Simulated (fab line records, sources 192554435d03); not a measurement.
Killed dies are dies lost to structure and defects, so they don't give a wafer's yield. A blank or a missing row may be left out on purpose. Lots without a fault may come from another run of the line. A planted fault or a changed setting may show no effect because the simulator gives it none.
fab line records | flow n5_finfet
record lots=7 wafers=39
route steps=1938 shown BEOL_M1@800 BEOL_M3@931 BEOL_M5@1112 BEOL_M12@1637
start_h: hours from the record's first day to the start of the lot's first wafer shown | wait_h: hours since the lot's step before | " the same as in the row above | L1.1+2: a row that stands for several wafers | - no value, or no start given | * or withheld: withheld | < > ~ a bound
route shown NAME@n: a module of which the file shows steps, and the number in the route of the first | usual: mean/standard deviation of fault-free wafers | same: alike in all rows | chamber/n: place in a boat | sites: the reading at each site | _std_site: their standard deviation | _edge_site: outer sites' mean less inner sites' | radius_mm: how far each site lies from the wafer's centre | mask NAME#n: copy n | behind: the tool/chamber that last shaped the wafer | hold: why the lot was held/for how many hours/how that ended | device: the transistor (n, p or np) that didn't switch | end of line: the same wafers' tests at the end of the route | a step without rows: its recipe alone | killed: dies lost to structure and defects at the first sort, not the wafer's yield | map: a wafer's dies, x killed, . not, _ none there
set.NAME: the setting as run; set.NAME@STEP: as run at that earlier step | model.NAME: the simulator's own value behind a step, which no gauge read
lots whose settings were changed on purpose; a table a step, a row a wafer
## steps
# step N5_BEOL_M1_TRENCH_ETCH_37
# recipe chemistry=C4F6/O2 target_depth_a=552.07 target=SiOC time_s=29 ion_energy_ev=250 pressure_mtorr=30 source_w=355 bias_w=185 Ar_flow_sccm=300 C4F6_flow_sccm=10 O2_flow_sccm=10
# columns lot.wafer tool chamber start_h wait_h set.target_depth_a model.etch.depth_nm model.BEOL_M1.feature_depth_nm
L074.1 rie_diel-01 0 - - 552.07 53.82 53.8
L074.2 " 3 " " 552.07 55.98 56
L074.3 " 1 " " 552.07 54.94 55
L074.4 " 2 " " 552.07 55.3 55.4
L074.5 " 1 " " 552.07 55.03 55
L074.6 " 2 " " 552.07 55.69 55.6
L077.1 rie_diel-03 3 - - 748 76.13 76.2
L077.2 " 0 " " 748 76.08 76
L077.3 " 2 " " 552.07 55.58 55.6
L077.4 " 0 " " 552.07 55.64 55.6
L077.5 " 2 " " 748 74.5 74.6
L077.6 " 3 " " 552.07 56.67 56.6
L081.1 rie_diel-06 0 - - 552.07 55.41 55.4
L081.2 " 3 " " 552.07 56.48 56.4
L081.3 " 1 " " 552.07 56.23 56.2
L081.4 " 2 " " 552.07 54.95 55
L081.5 " 2 " " 552.07 54.73 54.8
L081.6 " 1 " " 552.07 56.24 56.2
L082.1 rie_diel-01 3 - - 419.2 42.35 42.4
L082.2 " 1 " " 552.07 55.7 55.8
L082.3 " 0 " " 552.07 53.88 53.8
L082.4 " 2 " " 419.2 42.1 42
L082.5 " 3 " " 552.07 56.45 56.4
L082.6 " 2 " " 419.2 42.14 42.2
L085.1 rie_diel-01 2 - - 552.07 55.28 55.2
L085.2 " 0 " " 552.07 53.74 53.8
L085.3 " 1 " " 552.07 55.53 55.6
L085.4 " 3 " " 552.07 55.71 55.8
L085.5 " 2 " " 552.07 55.18 55.2
L085.6 " 1 " " 552.07 55.38 55.4
L084.2 rie_diel-01 2 - - 552.07 55.36 55.4
L084.3 " 1 " " 552.07 55.31 55.4
L084.5 " 3 " " 552.07 56.08 56
L087.1 rie_diel-06 2 - - 552.07 53.91 54
L087.2 " 0 " " 295.8 29.11 29.2
L087.3 " 3 " " 295.8 29.71 29.8
L087.4 " 2 " " 552.07 54.22 54.2
L087.5 " 3 " " 295.8 29.83 29.8
L087.6 " 0 " " 552.07 55.14 55.2
# step N5_BEOL_M1_ETCH_41
# recipe chemistry=CH3F/O2 target=SiCN target_depth_a=319 taper_deg=2 time_s=57.8 ion_energy_ev=120 mask_material=TiN pressure_mtorr=30 source_w=395 bias_w=75 Ar_flow_sccm=150 CH3F_flow_sccm=30 O2_flow_sccm=20
# step N5_BEOL_M1_STRIP_97
# recipe chemistry=N2/H2 time_s=10 power_w=450 temp_c=40 pressure_mtorr=20 rf_frequency_hz=6e+07 bias_power_w=7 n2_flow_sccm=200 h2_flow_sccm=200
# step N5_BEOL_M1_OCD_MEAS_38
# usual trench_depth_nm=55.1/0.86
# columns lot.wafer tool chamber start_h wait_h set.target_depth_a@BEOL_M1_TRENCH_ETCH_37 trench_depth_nm
L074.1 ocd-02 - 135.78 - 552.07 54.2
L074.2 " - " " 552.07 56.1
L074.3 " - " " 552.07 55.5
L074.4 " - " " 552.07 55.2
L074.5 " - " " 552.07 54.6
L074.6 " - " " 552.07 56.2
L077.1 ocd-02 - 143.14 - 748 76.3
L077.2 " - " " 748 75.9
L077.3 " - " " 552.07 55.8
L077.4 " - " " 552.07 55.7
L077.5 " - " " 748 74.7
L077.6 " - " " 552.07 56.7
L081.1 ocd-02 - 168.02 - 552.07 55.8
L081.2 " - " " 552.07 56.8
L081.3 " - " " 552.07 56.0
L081.4 " - " " 552.07 55.4
L081.5 " - " " 552.07 54.6
L081.6 " - " " 552.07 57.0
L082.1 ocd-01 - 173.17 - 419.2 42.4
L082.2 " - " " 552.07 56.2
L082.3 " - " " 552.07 53.8
L082.4 " - " " 419.2 41.9
L082.5 " - " " 552.07 56.3
L082.6 " - " " 419.2 42.1
L085.1 ocd-01 - 200.89 - 552.07 55.6
L085.2 " - " " 552.07 53.9
L085.3 " - " " 552.07 55.8
L085.4 " - " " 552.07 56.0
L085.5 " - " " 552.07 55.6
L085.6 " - " " 552.07 55.0
L084.2 ocd-01 - 213.34 - 552.07 55.1
L084.3 " - " " 552.07 55.7
L084.5 " - " " 552.07 56.4
L087.1 ocd-01 - 213.37 - 552.07 53.9
L087.2 " - " " 295.8 29.2
L087.3 " - " " 295.8 29.8
L087.4 " - " " 552.07 53.5
L087.5 " - " " 295.8 29.6
L087.6 " - " " 552.07 55.3
# step N5_BEOL_M3_ILD_DEP_00
# recipe material=SiOC target_thk_a=790 temp_c=350 precursor=DEMS/O2 pressure_torr=5 rf_w=500 time_s=15.3
# columns lot.wafer tool chamber start_h wait_h set.target_thk_a model.SiOC_of_BEOL_M3_ILD_DEP_00.thk_nm
L074.1 pecvd-01 0 146.98 0.0 1261 125.4
L074.2 " 1 " " 1261 125.8
L074.3 " 1 " " 790 80.8
L074.4 " 0 " " 1261 127.8
L074.5 " 0 " " 790 82
L074.6 " 1 " " 790 80.2
L077.1 pecvd-01 2 162.13 0.0 790 80.6
L077.2 " 0 " " 1007 100.4
L077.3 " 1 " " 1007 99.8
L077.4 " 0 " " 1007 102.6
L077.5 " 2 " " 790 80.8
L077.6 " 1 " " 790 79.6
L081.1 pecvd-01 1 181.18 0.0 964.3 95.6
L081.2+3 " 0,2 " " 964.3 96.6
L081.4 " 1 " " 790 80.2
L081.5 " 0 " " 790 80
L081.6 " 2 " " 790 80.8
L082.1 pecvd-03 2 189.89 0.0 911.1 90
L082.2 " 1 " " 790 78.4
L082.3 " 0 " " 911.1 92
L082.4 " 2 " " 790 79.2
L082.5 " 0 " " 790 80.8
L082.6 " 1 " " 911.1 92.8
L085.1 pecvd-04 1 216.09 0.0 626 61.6
L085.2 " 2 " " 790 77.8
L085.3 " 0 " " 790 77.4
L085.4 " 1 " " 790 79.6
L085.5 " 2 " " 626 60.8
L085.6 " 0 " " 626 62.4
L084.2 pecvd-04 1 226.30 0.0 790 78.6
L084.3 " 2 " " 790 77.8
L084.5 " 2 " " 790 79
L087.1 pecvd-01 0 228.61 0.0 790 78.6
L087.2 " 1 " " 790 77.8
L087.3 " 1 " " 946.2 93.4
L087.4 " 0 " " 946.2 95
L087.5 " 1 " " 946.2 94.4
L087.6 " 0 " " 790 79.4
# step N5_BEOL_M3_THK_MEAS_01
# recipe reads=SiOC_of_BEOL_M3_ILD_DEP_00
# usual M3_ILD_THK=79.0/1.1
# columns lot.wafer tool chamber start_h wait_h set.target_thk_a@BEOL_M3_ILD_DEP_00 M3_ILD_THK[nm]
L074.1 film_metro-01 - 147.06 0.1 1261 125.4
L074.2 " - " " 1261 125.8
L074.3 " - " " 790 80.8
L074.4 " - " " 1261 127.8
L074.5 " - " " 790 82.0
L074.6 " - " " 790 80.3
L077.1 film_metro-01 - 162.20 0.0 790 80.5
L077.2 " - " " 1007 100.4
L077.3 " - " " 1007 99.7
L077.4 " - " " 1007 102.6
L077.5 " - " " 790 80.7
L077.6 " - " " 790 79.6
L081.1 film_metro-01 - 181.24 0.0 964.3 95.5
L081.2 " - " " 964.3 96.6
L081.3 " - " " 964.3 96.5
L081.4 " - " " 790 80.2
L081.5 " - " " 790 79.9
L081.6 " - " " 790 80.8
L082.1 film_metro-01 - 189.96 0.0 911.1 90.0
L082.2 " - " " 790 78.4
L082.3 " - " " 911.1 92.0
L082.4 " - " " 790 79.3
L082.5 " - " " 790 80.9
L082.6 " - " " 911.1 92.7
L085.1 film_metro-01 - 216.16 0.0 626 61.5
L085.2 " - " " 790 77.8
L085.3 " - " " 790 77.4
L085.4 " - " " 790 79.7
L085.5 " - " " 626 60.8
L085.6 " - " " 626 62.5
L084.2 film_metro-02 - 226.37 0.1 790 78.6
L084.3 " - " " 790 77.8
L084.5 " - " " 790 78.9
L087.1 film_metro-01 - 228.70 0.1 790 78.6
L087.2 " - " " 790 77.9
L087.3 " - " " 946.2 93.3
L087.4 " - " " 946.2 95.1
L087.5 " - " " 946.2 94.4
L087.6 " - " " 790 79.4
# step N5_BEOL_M5_ILD_DEP_00
# recipe material=SiCOH_lowk target_thk_a=1406.4 temp_c=300 precursor=DEMS/porogen pressure_torr=5 rf_w=500 time_s=25.9
# columns lot.wafer tool chamber start_h wait_h set.time_s model.SiCOH_lowk_of_BEOL_M5_ILD_DEP_00.thk_nm
L074.1 pecvd-03 2 170.48 0.8 36.05 191.8
L074.2 " 0 " " 36.05 191.4
L074.3 " 1 " " 25.9 140.6
L074.4 " 2 " " 25.9 143
L074.5 " 0 " " 25.9 139.4
L074.6 " 1 " " 36.05 194.6
L077.1 pecvd-02 2 182.86 0.8 34.51 185.8
L077.2 " 0 " " 25.9 140.8
L077.3 " 1 " " 34.51 185.4
L077.4 " 2 " " 34.51 187.8
L077.5 " 1 " " 25.9 142.8
L077.6 " 0 " " 25.9 143.8
L081.1 pecvd-03 2 201.13 0.8 35.09 187.2
L081.2 " 0 " " 35.09 186.6
L081.3 " 1 " " 25.9 139.6
L081.4 " 1 " " 25.9 142.4
L081.5 " 0 " " 35.09 190.4
L081.6 " 2 " " 25.9 140.4
L082.1 pecvd-03 1 213.20 0.8 32.56 173.6
L082.2 " 0 " " 25.9 139.4
L082.3 " 1 " " 25.9 143.2
L082.4 " 0 " " 32.56 175.8
L082.5 " 1 " " 32.56 176.8
L082.6 " 0 " " 25.9 141.6
L085.1 pecvd-02 1 232.74 0.8 25.9 142.8
L085.2 " 0 " " 25.9 143.2
L085.3 " 2 " " 25.9 141
L085.4 " 0 " " 25.9 145.2
L085.5 " 1 " " 25.9 145
L085.6 " 2 " " 25.9 144.6
L084.2 pecvd-03 2 249.58 0.7 25.9 139.8
L084.3 " 0 " " 25.9 139.6
L084.5 " 2 " " 25.9 141.8
L087.1 pecvd-02 2 250.62 0.8 25.9 138.4
L087.2 " 1 " " 15.52 84
L087.3 " 0 " " 25.9 139
L087.4 " 2 " " 15.52 85.8
L087.5 " 1 " " 15.52 85.2
L087.6 " 0 " " 25.9 140.4
# step N5_BEOL_M5_CURE_79
# recipe temp_c=385 time_s=240 ambient=He/Ar material=SiCOH_lowk
# columns lot.wafer tool chamber start_h wait_h set.time_s@BEOL_M5_ILD_DEP_00 model.SiCOH_lowk_of_BEOL_M5_ILD_DEP_00.thk_nm
L074.1 uv_cure-01 2 170.54 0.0 36.05 165.4
L074.2 " 2 " " 36.05 165
L074.3 " 2 " " 25.9 121
L074.4 " 2 " " 25.9 123
L074.5 " 2 " " 25.9 120
L074.6 " 2 " " 36.05 168
L077.1 uv_cure-03 2 182.92 0.0 34.51 160.2
L077.2 " 2 " " 25.9 121
L077.3 " 2 " " 34.51 160
L077.4 " 2 " " 34.51 162
L077.5 " 2 " " 25.9 123
L077.6 " 2 " " 25.9 123.8
L081.1 uv_cure-01 0 201.19 0.0 35.09 161.4
L081.2 " 0 " " 35.09 161
L081.3 " 0 " " 25.9 120.2
L081.4 " 0 " " 25.9 122.4
L081.5 " 0 " " 35.09 164.4
L081.6 " 0 " " 25.9 120.8
L082.1 uv_cure-01 1 213.30 0.1 32.56 149.6
L082.2 " 1 " " 25.9 119.8
L082.3 " 1 " " 25.9 123.2
L082.4 " 1 " " 32.56 151.6
L082.5 " 1 " " 32.56 152.6
L082.6 " 1 " " 25.9 121.8
L085.1 uv_cure-03 1 232.80 0.0 25.9 122.8
L085.2 " 1 " " 25.9 123.2
L085.3 " 1 " " 25.9 121.2
L085.4 " 1 " " 25.9 125
L085.5 " 1 " " 25.9 124.8
L085.6 " 1 " " 25.9 124.4
L084.2 uv_cure-01 2 249.72 0.1 25.9 120.4
L084.3 " 2 " " 25.9 120
L084.5 " 2 " " 25.9 122
L087.1 uv_cure-01 2 250.68 0.0 25.9 119
L087.2 " 2 " " 15.52 72
L087.3 " 2 " " 25.9 119.6
L087.4 " 2 " " 15.52 73.6
L087.5 " 2 " " 15.52 73
L087.6 " 2 " " 25.9 120.8
# step N5_BEOL_M5_THK_MEAS_01
# recipe reads=SiCOH_lowk_of_BEOL_M5_ILD_DEP_00
# usual M5_ILD_THK=121.1/1.5
# columns lot.wafer tool chamber start_h wait_h set.time_s@BEOL_M5_ILD_DEP_00 M5_ILD_THK[nm]
L074.1 film_metro-01 - 171.35 0.7 36.05 165.6
L074.2 " - " " 36.05 165.1
L074.3 " - " " 25.9 120.9
L074.4 " - " " 25.9 122.9
L074.5 " - " " 25.9 120.0
L074.6 " - " " 36.05 167.8
L077.1 film_metro-01 - 183.43 0.4 34.51 160.2
L077.2 " - " " 25.9 121.0
L077.3 " - " " 34.51 159.9
L077.4 " - " " 34.51 162.2
L077.5 " - " " 25.9 123.0
L077.6 " - " " 25.9 123.8
L081.1 film_metro-01 - 201.70 0.4 35.09 161.3
L081.2 " - " " 35.09 161.0
L081.3 " - " " 25.9 120.3
L081.4 " - " " 25.9 122.5
L081.5 " - " " 35.09 164.4
L081.6 " - " " 25.9 120.8
L082.1 film_metro-02 - 213.81 0.4 32.56 149.6
L082.2 " - " " 25.9 119.9
L082.3 " - " " 25.9 123.2
L082.4 " - " " 32.56 151.7
L082.5 " - " " 32.56 152.5
L082.6 " - " " 25.9 121.9
L085.1 film_metro-01 - 233.31 0.4 25.9 122.9
L085.2 " - " " 25.9 123.2
L085.3 " - " " 25.9 121.3
L085.4 " - " " 25.9 124.9
L085.5 " - " " 25.9 124.9
L085.6 " - " " 25.9 124.5
L084.2 film_metro-01 - 250.15 0.4 25.9 120.3
L084.3 " - " " 25.9 120.0
L084.5 " - " " 25.9 122.0
L087.1 film_metro-02 - 251.20 0.4 25.9 119.0
L087.2 " - " " 15.52 71.9
L087.3 " - " " 25.9 119.6
L087.4 " - " " 15.52 73.6
L087.5 " - " " 15.52 73.1
L087.6 " - " " 25.9 120.7
# step N5_BEOL_M12_ETCH_68
# recipe chemistry=N2/H2 target=SOC mask_material=SiARC source_w=3000 bias_w=350 temp_c=40 time_s=285 ion_energy_ev=200 pressure_mtorr=30 n2_flow_sccm=200 h2_flow_sccm=200
# columns lot.wafer tool chamber start_h wait_h set.time_s model.SiARC_of_BEOL_M12_COAT_66.thk_nm
L074.1+5 rie_diel-02 0,2 232.86 0.1 285 86.4
L074.2 " 1 " " 285 85.4
L074.3 " 2 " " 285 86.2
L074.4 " 3 " " 285 85.8
L074.6 " 1 " " 285 85.2
L077.1+5 rie_diel-02 1,0 242.13 0.1 134.1 99.4
L077.2 " 2 " " 285 87
L077.3 " 0 " " 134.1 99.6
L077.4 " 3 " " 285 86.4
L077.6 " 3 " " 285 86.6
L081.1 rie_diel-02 3 267.27 0.1 201.2 92.6
L081.2 " 2 " " 285 86.2
L081.3 " 1 " " 201.2 92.4
L081.4 " 0 " " 285 85.8
L081.5 " 0 " " 201.2 93.2
L081.6 " 3 " " 285 85.6
L082.1+3+4 rie_diel-04 0,1,2 275.58 0.1 285 85.8
L082.2+6 " 3,0 " " 408.7 75.6
L082.5 " 3 " " 408.7 75.4
L085.1+2 rie_diel-05 0,3 293.73 0.1 285 86.2
L085.3 " 2 " " 285 86
L085.4 " 1 " " 335.2 82
L085.5 " 3 " " 335.2 82.2
L085.6 " 0 " " 335.2 81.8
L087.1+5 rie_diel-05 2,0 317.01 0.1 183.9 95.2
L087.2+3 " 3,0 " " 285 86.6
L087.4 " 1 " " 285 87
L087.6 " 3 " " 183.9 95
L084.2 rie_diel-02 1 317.35 0.1 285 86
L084.3 " 0 " " 285 86.4
L084.5 " 0 " " 285 86.2
## key
split step=N5_BEOL_M1_TRENCH_ETCH_37 setting=target_depth_a stated=552.07 by=wafer
response step=N5_BEOL_M1_TRENCH_ETCH_37 reading=model.etch.depth_nm change=+0.543 per=1% r=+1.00
response step=N5_BEOL_M1_TRENCH_ETCH_37 reading=model.BEOL_M1.feature_depth_nm change=+0.543 per=1% r=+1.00
response step=N5_BEOL_M1_OCD_MEAS_38 reading=trench_depth_nm change=+0.542 per=1% r=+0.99
split step=N5_BEOL_M3_ILD_DEP_00 setting=target_thk_a stated=790 by=wafer
response step=N5_BEOL_M3_ILD_DEP_00 reading=model.SiOC_of_BEOL_M3_ILD_DEP_00.thk_nm change=+0.762 per=1% r=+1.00
response step=N5_BEOL_M3_THK_MEAS_01 reading=M3_ILD_THK change=+0.762 per=1% r=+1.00
split step=N5_BEOL_M5_ILD_DEP_00 setting=time_s stated=25.9 by=wafer
response step=N5_BEOL_M5_ILD_DEP_00 reading=model.SiCOH_lowk_of_BEOL_M5_ILD_DEP_00.thk_nm change=+1.33 per=1% r=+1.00
response step=N5_BEOL_M5_CURE_79 reading=model.SiCOH_lowk_of_BEOL_M5_ILD_DEP_00.thk_nm change=+1.16 per=1% r=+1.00
response step=N5_BEOL_M5_THK_MEAS_01 reading=M5_ILD_THK change=+1.16 per=1% r=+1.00
split step=N5_BEOL_M12_ETCH_68 setting=time_s stated=285 by=wafer
response step=N5_BEOL_M12_ETCH_68 reading=model.SiARC_of_BEOL_M12_COAT_66.thk_nm change=-0.238 per=1% r=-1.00
